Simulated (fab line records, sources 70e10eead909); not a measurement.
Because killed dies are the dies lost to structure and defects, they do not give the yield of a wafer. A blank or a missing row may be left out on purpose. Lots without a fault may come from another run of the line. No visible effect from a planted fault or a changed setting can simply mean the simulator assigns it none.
fab line records + flow nand_harc + part 2 of 2: steps 22 to 28 of 28
record
- lots=5
- wafers=15
- last_day=34
route steps=1302 shown A_CONTACT@1071
lots that met no fault: from a run of the same line without faults
start_h: start of the lot's first displayed wafer, in hours after the record's first day + wait_h: hours from the lot's prior step to this one + " unchanged from the row above + L1.1+2: one row covering several wafers at once + - either no value or no given start + * or withheld: withheld + < > ~ a bound
route shown NAME@n: NAME is a module with steps in the file, n the number in the route of the first one + usual: mean and standard deviation over wafers with no fault + same: alike in all rows + chamber/n: place in a boat + sites: the reading at each site + _std_site: how widely they spread, as a standard deviation + _edge_site: inner sites' mean taken away from outer sites' mean + radius_mm: how far each site lies from the wafer's centre + mask NAME#n: copy n + behind: the tool/chamber that last shaped the wafer + hold: why the lot was held/for how many hours/how that ended + device: the n, p or np transistor that did not switch + end of line: tests of these same wafers at the route's end + step lacking rows: just its recipe + killed: the dies lost at the first sort to structure and to defects; this is not the yield of the wafer + map: the dies of a wafer, with x for killed, . for not killed, _ for no die there
set.NAME: the setting that was run; set.NAME@STEP: the one run at that earlier step + model.NAME: the simulator's own value behind a step, which no gauge read
lots seen at some steps along the route; tables by step, rows by wafer
services: the hour from which a tool's chamber was out of use, counted from the record's first day as start_h (under 0 if before that day), plus the number of hours and why
## steps
# step NHARC_A_CONTACT_ETCH_92
# recipe
- target_depth_a=400
- over_etch_frac=0.5
- time_s=85.7
- ion_energy_ev=120
- ch3f_flow_sccm=50
- o2_flow_sccm=30
- ar_flow_sccm=200
- rf_w=500
- bias_w=100
- chemistry=CH3F/O2
# usual
- drypump_motor_current_A=5.5/0.42
- mfc_ar_sccm=200.0/0.59
- o2_flow_sccm=30.00/0.091
- oes_product_au=0.935/0.022
- rf_vpp_V=244.7/1.7
- showerhead_plenum_p_Torr=2.49/0.11
- throttle_valve_pct=20.663/0.0089
| lot.wafer | tool        | chamber | start_h | wait_h | drypump_motor_current_A | mfc_ar_sccm | o2_flow_sccm | oes_product_au | rf_hours_counter_h | rf_vpp_V | showerhead_plenum_p_Torr | throttle_valve_pct |
|-----------|-------------|---------|---------|--------|-------------------------|-------------|--------------|----------------|--------------------|----------|--------------------------|--------------------|
| L079.3    | rie_diel-11 | 2       | 589.64  | 0.4    | 5.8                     | 200.5       | 29.89        | 0.922          | 55                 | 246.7    | 2.57                     | 20.659             |
| L079.1    | "           | 0       | "       | "      | 5.7                     | 199.6       | 29.99        | 0.921          | 42                 | 245.1    | 2.64                     | 20.664             |
| L079.5    | "           | 2       | "       | "      | 5.8                     | 200.3       | 29.94        | 0.923          | -                  | 243.4    | 2.57                     | 20.666             |
| L081.4    | rie_diel-02 | 1       | 599.60  | 0.4    | 5.0                     | 199.7       | 30.11        | 0.941          | 6                  | 244.3    | 2.53                     | 20.671             |
| L081.3    | "           | 2       | "       | "      | 5.3                     | 199.3       | 30.02        | 0.923          | 5                  | 240.8    | 2.28                     | 20.682             |
| L081.2    | "           | 3       | "       | "      | 6.1                     | 200.1       | 29.99        | 0.918          | 2                  | 246.6    | 2.55                     | 20.665             |
| L083.3    | rie_diel-11 | 3       | 604.04  | 0.4    | 5.2                     | 200.9       | 30.09        | 0.918          | 61                 | 246.5    | 2.59                     | 20.665             |
| L083.2    | "           | 1       | "       | "      | 5.7                     | 200.3       | 30.16        | 0.915          | 53                 | 243.4    | 2.35                     | 20.664             |
| L083.5    | "           | 0       | "       | "      | 5.7                     | 200.5       | 30.15        | 0.916          | -                  | 245.9    | 2.64                     | 20.673             |
| L088.1    | rie_diel-02 | 1       | 647.04  | 0.5    | 5.0                     | 199.6       | 29.98        | 0.936          | 13                 | 245.7    | 2.53                     | 20.646             |
| L088.2    | "           | 2       | "       | "      | 5.3                     | 199.7       | 29.89        | 0.931          | 15                 | 241.4    | 2.28                     | 20.664             |
| L088.5    | "           | 3       | "       | "      | 6.1                     | 199.9       | 30.28        | 0.929          | -                  | 245.6    | 2.54                     | 20.673             |
| L097.3    | rie_diel-04 | 1       | 746.65  | 0.4    | 5.0                     | 200.7       | 29.99        | 0.945          | 7                  | 245.5    | 2.50                     | 20.665             |
| L097.4    | "           | 2       | "       | "      | 5.3                     | 200.2       | 29.97        | 0.921          | 8                  | 247.3    | 2.64                     | 20.662             |
| L097.1    | "           | 3       | "       | "      | 5.1                     | 200.8       | 29.83        | 0.921          | 7                  | 243.3    | 2.28                     | 20.651             |
# step NHARC_A_CONTACT_ETCH_98
# recipe
- target_depth_a=200
- over_etch_frac=0.5
- time_s=10
- ion_energy_ev=250
- c4f6_flow_sccm=25
- o2_flow_sccm=20
- ar_flow_sccm=500
- rf_w=600
- bias_w=500
- chemistry=C4F6/O2
# usual
- drypump_motor_current_A=5.5/0.42
- mfc_ar_sccm=500.2/1.4
- o2_flow_sccm=20.00/0.055
- oes_product_au=0.955/0.019
- rf_vpp_V=548/3.8
- showerhead_plenum_p_Torr=3.96/0.18
- throttle_valve_pct=26.904/0.0096
| lot.wafer | tool        | chamber | start_h | wait_h | drypump_motor_current_A | mfc_ar_sccm | o2_flow_sccm | oes_product_au | rf_hours_counter_h | rf_vpp_V | showerhead_plenum_p_Torr | throttle_valve_pct |
|-----------|-------------|---------|---------|--------|-------------------------|-------------|--------------|----------------|--------------------|----------|--------------------------|--------------------|
| L079.1    | rie_diel-11 | 0       | -       | -      | 5.7                     | 500.1       | 19.98        | 0.935          | 42                 | 552      | 4.20                     | 26.912             |
| L079.3    | "           | 1       | "       | "      | 5.7                     | 502.3       | 19.92        | 0.944          | 50                 | 544      | 3.76                     | 26.914             |
| L079.5    | "           | 2       | "       | "      | 5.8                     | 500.6       | 19.93        | 0.958          | -                  | 550      | 4.10                     | 26.901             |
| L081.2    | rie_diel-02 | 3       | -       | -      | 6.1                     | 499.7       | 20.00        | 0.931          | 2                  | 549      | 4.06                     | 26.905             |
| L081.4    | "           | 0       | "       | "      | 5.7                     | 499.5       | 20.06        | 0.931          | 6                  | 550      | 4.04                     | 26.895             |
| L081.3    | "           | 1       | "       | "      | 5.0                     | 499.7       | 20.04        | 0.964          | 6                  | 549      | 4.03                     | 26.884             |
| L083.3    | rie_diel-11 | 0       | -       | -      | 5.7                     | 503.4       | 19.95        | 0.970          | 45                 | 553      | 4.20                     | 26.898             |
| L083.2    | "           | 2       | "       | "      | 5.8                     | 500.1       | 19.97        | 0.962          | 59                 | 551      | 4.09                     | 26.892             |
| L083.5    | "           | 0       | "       | "      | 5.7                     | 502.1       | 19.92        | 0.953          | -                  | 552      | 4.20                     | 26.899             |
| L088.2    | rie_diel-02 | 2       | -       | -      | 5.3                     | 498.0       | 19.99        | 0.944          | 15                 | 541      | 3.65                     | 26.906             |
| L088.1    | "           | 1       | "       | "      | 5.0                     | 501.1       | 19.98        | 0.954          | 13                 | 550      | 4.02                     | 26.906             |
| L088.5    | "           | 3       | "       | "      | 6.1                     | 501.8       | 19.98        | 0.951          | -                  | 550      | 4.05                     | 26.902             |
| L097.3    | rie_diel-04 | 3       | -       | -      | 5.2                     | 500.4       | 20.06        | 0.939          | 7                  | 541      | 3.66                     | 26.895             |
| L097.4    | "           | 0       | "       | "      | 6.2                     | 498.4       | 20.06        | 0.940          | 7                  | 547      | 3.91                     | 26.901             |
| L097.1    | "           | 2       | "       | "      | 5.3                     | 499.6       | 20.06        | 0.946          | 8                  | 552      | 4.19                     | 26.891             |
# step NHARC_A_CONTACT_CD_MEAS_15
# usual
- cd_nm=189.9/0.47
| lot.wafer | tool      | chamber | start_h | wait_h | cd_nm |
|-----------|-----------|---------|---------|--------|-------|
| L079.1    | cd_sem-01 | -       | 589.86  | -      | 189.9 |
| L079.3    | "         | -       | "       | "      | 190.2 |
| L079.5    | "         | -       | "       | "      | 190.1 |
| L081.2    | cd_sem-02 | -       | 599.83  | -      | 189.8 |
| L081.3    | "         | -       | "       | "      | 189.3 |
| L081.4    | "         | -       | "       | "      | 189.5 |
| L083.2    | cd_sem-03 | -       | 604.26  | -      | 190.3 |
| L083.3    | "         | -       | "       | "      | 190.3 |
| L083.5    | "         | -       | "       | "      | 189.8 |
| L088.1    | cd_sem-01 | -       | 647.23  | -      | 189.9 |
| L088.2    | "         | -       | "       | "      | 190.3 |
| L088.5    | "         | -       | "       | "      | 190.1 |
| L097.1    | cd_sem-03 | -       | 746.87  | -      | 189.9 |
| L097.3    | "         | -       | "       | "      | 190.7 |
| L097.4    | "         | -       | "       | "      | 189.9 |
# step NHARC_A_CONTACT_STRIP_107
# recipe
- n2_flow_sccm=150
- h2_flow_sccm=150
- ar_flow_sccm=0
- bias_w=0
- chemistry=N2/H2
| lot.wafer  | tool        | chamber | start_h | wait_h |
|------------|-------------|---------|---------|--------|
| L079.3+1+5 | rie_diel-02 | 2,3,1   | 589.95  | 0.1    |
| L081.2+3+4 | rie_diel-02 | 2,0,1   | 599.91  | 0.1    |
| L083.3+2+5 | rie_diel-11 | 3,2,3   | 604.43  | 0.2    |
| L088.1+2+5 | rie_diel-02 | 3,1,3   | 647.30  | 0.1    |
| L097.1+3+4 | rie_diel-11 | 3,0,1   | 746.96  | 0.1    |
# step NHARC_A_CONTACT_STRIP_108
# recipe
- cf4_flow_sccm=100
- chf3_flow_sccm=30
- ar_flow_sccm=0
- bias_w=0
- chemistry=CF4/CHF3
| lot.wafer  | tool        | chamber | start_h | wait_h |
|------------|-------------|---------|---------|--------|
| L079.3+1+5 | rie_diel-02 | 0,1,0   | 590.04  | 0.1    |
| L081.4+2+3 | rie_diel-02 | 3,0,2   | 600.00  | 0.1    |
| L083.2+3+5 | rie_diel-11 | 0,1,3   | 604.53  | 0.1    |
| L088.1+2+5 | rie_diel-02 | 0,3,0   | 647.40  | 0.1    |
| L097.3+1+4 | rie_diel-11 | 1,3,0   | 747.06  | 0.1    |
# step NHARC_A_CONTACT_STRIP_109
# recipe
- o2_flow_sccm=400
- cos_flow_sccm=20
- ar_flow_sccm=0
- bias_w=0
- chemistry=O2/COS
| lot.wafer  | tool        | chamber | start_h | wait_h |
|------------|-------------|---------|---------|--------|
| L079.3+1+5 | rie_diel-02 | 0,1,0   | 590.10  | 0.1    |
| L081.2+3+4 | rie_diel-02 | 2,3,0   | 600.06  | 0.1    |
| L083.3+2+5 | rie_diel-11 | 0,1,1   | 604.59  | 0.0    |
| L088.2+1+5 | rie_diel-02 | 1,0,1   | 647.46  | 0.0    |
| L097.3+1+4 | rie_diel-11 | 0,1,0   | 747.13  | 0.1    |
# step NHARC_A_CONTACT_ETCH_110
# recipe
- target_depth_a=600
- overetch_a=60
- time_s=33
- ion_energy_ev=100
- cf4_flow_sccm=80
- o2_flow_sccm=20
- ar_flow_sccm=0
- rf_w=300
- bias_w=100
- chemistry=CF4/O2
# usual
- drypump_motor_current_A=5.5/0.39
- mfc_ar_sccm=0.005/0.01
- o2_flow_sccm=20.00/0.06
- oes_ar_750_au=1.000/0.0042
- oes_product_au=1.001/0.0099
- rf_vpp_V=198.2/1.5
- showerhead_plenum_p_Torr=1.35/0.063
- throttle_valve_pct=13.398/0.0085
| lot.wafer | tool        | chamber | start_h | wait_h | drypump_motor_current_A | mfc_ar_sccm | o2_flow_sccm | oes_ar_750_au | oes_product_au | rf_hours_counter_h | rf_vpp_V | showerhead_plenum_p_Torr | throttle_valve_pct |
|-----------|-------------|---------|---------|--------|-------------------------|-------------|--------------|---------------|----------------|--------------------|----------|--------------------------|--------------------|
| L079.1    | rie_diel-02 | 0       | 590.16  | 0.1    | 5.7                     | 0           | 19.92        | 0.999         | 0.996          | 3                  | 198.2    | 1.38                     | 13.404             |
| L079.3    | "           | 3       | "       | "      | 6.1                     | 0.029       | 20.04        | 1.004         | 0.984          | 0                  | 199.3    | 1.38                     | 13.412             |
| L079.5    | "           | 1       | "       | "      | 5.0                     | 0           | 19.97        | 0.996         | 1.021          | -                  | 198.3    | 1.37                     | 13.393             |
| L081.3    | rie_diel-02 | 2       | 600.13  | 0.1    | 5.3                     | 0.001       | 19.93        | 0.992         | 0.986          | 5                  | 197.1    | 1.24                     | 13.391             |
| L081.4    | "           | 3       | "       | "      | 6.1                     | 0.029       | 20.10        | 0.999         | 0.987          | 2                  | 197.7    | 1.38                     | 13.401             |
| L081.2    | "           | 0       | "       | "      | 5.7                     | 0           | 20.02        | 1.002         | 1.000          | 6                  | 199.1    | 1.38                     | 13.390             |
| L083.3    | rie_diel-11 | 0       | 604.66  | 0.1    | 5.7                     | 0.016       | 20.05        | 0.996         | 1.014          | 45                 | 200.4    | 1.44                     | 13.408             |
| L083.2    | "           | 2       | "       | "      | 5.8                     | 0           | 19.82        | 1.002         | 1.005          | 59                 | 199.2    | 1.40                     | 13.401             |
| L083.5    | "           | 0       | "       | "      | 5.7                     | 0.016       | 20.07        | 0.999         | 1.004          | -                  | 199.6    | 1.44                     | 13.399             |
| L088.1    | rie_diel-02 | 3       | 647.53  | 0.1    | 6.1                     | 0.029       | 19.90        | 0.995         | 1.005          | 12                 | 199.8    | 1.38                     | 13.390             |
| L088.2    | "           | 0       | "       | "      | 5.7                     | 0           | 20.00        | 0.999         | 1.004          | 14                 | 198.7    | 1.38                     | 13.390             |
| L088.5    | "           | 1       | "       | "      | 5.0                     | 0           | 19.99        | 0.995         | 1.011          | -                  | 198.7    | 1.37                     | 13.403             |
| L097.3    | rie_diel-11 | 1       | 747.20  | 0.1    | 5.7                     | 0           | 19.94        | 0.999         | 1.004          | 38                 | 195.9    | 1.26                     | 13.402             |
| L097.1    | "           | 3       | "       | "      | 5.2                     | 0           | 19.91        | 0.992         | 1.006          | 42                 | 198.6    | 1.40                     | 13.406             |
| L097.4    | "           | 1       | "       | "      | 5.7                     | 0           | 19.97        | 1.003         | 0.993          | -                  | 196.4    | 1.26                     | 13.400             |
## services
| tool            | chamber | start_h | hours | kind       |
|-----------------|---------|---------|-------|------------|
| rie_diel-02     | -       | 570.94  | 9.0   | pm         |
| rie_diel-02     | 0       | 570.94  | 9.0   | vent_cycle |
| rie_diel-02     | 1       | 570.94  | 9.0   | vent_cycle |
| rie_diel-02     | 2       | 570.94  | 9.0   | vent_cycle |
| rie_diel-02     | 3       | 570.94  | 17.7  | vent_cycle |
| rie_diel-04     | 2       | 576.56  | 16.1  | repair     |
| rie_diel-04     | 3       | 579.03  | 10.9  | repair     |
| rie_diel-02     | 0       | 579.94  | -     | clean      |
| rie_diel-02     | 1       | 579.94  | -     | clean      |
| arfi_scanner-01 | -       | 596.00  | 4.0   | pm         |
| arfi_scanner-03 | -       | 596.05  | 0.5   | repair     |
| arfi_scanner-02 | -       | 605.47  | 0.8   | repair     |
| rie_diel-11     | -       | 613.41  | 9.0   | pm         |
| har_cap_etch-03 | -       | 636.97  | 0.3   | repair     |
| arfi_scanner-02 | -       | 656.00  | 4.0   | pm         |
| arfi_scanner-01 | -       | 659.84  | 1.3   | repair     |
| arfi_scanner-03 | -       | 666.89  | 2.7   | repair     |
| litho_track-01  | -       | 680.00  | 7.0   | pm         |
| litho_track-06  | -       | 704.01  | 7.0   | pm         |
| rie_diel-04     | -       | 711.43  | 9.0   | pm         |
| arfi_scanner-03 | -       | 712.00  | 4.0   | pm         |
| litho_track-04  | -       | 728.00  | 7.0   | pm         |
| arfi_scanner-03 | -       | 728.33  | 9.9   | repair     |
| rie_diel-11     | 2       | 741.46  | 9.6   | repair     |
